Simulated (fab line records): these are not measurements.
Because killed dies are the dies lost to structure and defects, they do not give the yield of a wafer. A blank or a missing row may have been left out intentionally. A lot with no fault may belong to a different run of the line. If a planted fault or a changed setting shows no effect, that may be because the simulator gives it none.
Matching of chambers | flow n5-finfet | N5_SDB_DESCUM_16 on rie-diel-03: 4 sister chambers
The step chemistry O2, time 7.9 s. 4 wafers are shown with their chamber, then 8 later ones without.

## WAFERS, EACH WITH ITS CHAMBER
wafer  | chamber | showerhead-plenum-p-Torr (Torr)
L081.3 | 0       | 2.15
L083.5 | 2       | 2.14
L083.6 | 3       | 2.06
L089.1 | 1       | 2.04

## WAFERS MISSING THEIR CHAMBER
wafer  | showerhead-plenum-p-Torr (Torr)
L089.2 | 2.14
L089.4 | 2.13
L091.1 | 2.14
L091.3 | 2.05
L091.4 | 2.13
L095.1 | 2.05
L095.3 | 2.04
L095.4 | 2.14

## WHICH CHAMBER EACH WENT THROUGH
wafer  | from the rows above     | in truth
L089.2 | can't be placed: 2 or 0 | 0
L089.4 | can't be placed: 2 or 0 | 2
L091.1 | can't be placed: 2 or 0 | 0
L091.3 | can't be placed: 1 or 3 | 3
L091.4 | can't be placed: 2 or 0 | 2
L095.1 | can't be placed: 1 or 3 | 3
L095.3 | 1                       | 1
L095.4 | can't be placed: 2 or 0 | 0
Correctly placed: 1 of 8. Unplaceable from these rows: 7, with the true chamber sitting among the candidates in 7. 0 placed wrongly.
How it was worked out, from the rows above alone: a wafer's distance from a chamber is the root of the sum, over the readings, of the square of ((its reading less the chamber's mean) divided by the reading's scatter). The wafer belongs to the nearest chamber; if the next one is less than 2 further off, it can't be placed. The mean given for a chamber averages the wafers shown for that chamber. The scatter: root of mean squared gap, hidden wafer to nearest shown wafer, with one shown wafer a chamber.
